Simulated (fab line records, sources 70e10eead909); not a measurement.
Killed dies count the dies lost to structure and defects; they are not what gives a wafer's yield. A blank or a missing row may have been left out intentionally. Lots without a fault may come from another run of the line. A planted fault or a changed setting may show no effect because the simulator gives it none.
Matching of chambers | flow nand-harc | NHARC_A_CONTACT_DESCUM_13 on rie-diel-04 has 4 sister chambers
The step chemistry O2, time 3 s. 4 wafers are shown with their chamber, then 11 later ones without.

== WAFERS PAIRED WITH THEIR CHAMBERS ==
wafer  | chamber | drypump-motor-current-A (A)
L087.3 | 3       | 6.3
L089.1 | 1       | 5.1
L089.4 | 0       | 6.8
L090.4 | 2       | 5.7

== WAFERS WHOSE CHAMBER IS MISSING ==
wafer  | drypump-motor-current-A (A)
L090.5 | 6.2
L090.6 | 6.8
L092.2 | 6.3
L092.4 | 5.7
L092.6 | 6.3
L096.1 | 5.7
L096.5 | 6.8
L096.6 | 5.2
L093.1 | 6.2
L093.5 | 6.8
L093.6 | 5.1

== WHICH CHAMBER EACH ONE RAN IN ==
wafer  | from the rows above | in truth
L090.5 | 3                   | 3
L090.6 | 0                   | 0
L092.2 | 3                   | 3
L092.4 | 2                   | 2
L092.6 | 3                   | 3
L096.1 | 2                   | 2
L096.5 | 0                   | 0
L096.6 | 1                   | 1
L093.1 | 3                   | 3
L093.5 | 0                   | 0
L093.6 | 1                   | 1
Correctly placed: 11 of 11. Not placeable from these rows: 0. 0 placed wrongly.
How it was worked out, from the rows above alone: a wafer's distance from a chamber is the root of the sum, over the readings, of the square of ((its reading less the chamber's mean) divided by the reading's scatter). The wafer belongs to the nearest chamber; if the next one is less than 2 further off, it can't be placed. A chamber's mean is the mean of its shown wafers. The scatter (one wafer shown for each chamber): square how far every hidden wafer sits from the nearest shown wafer, average those squares and take the square root.
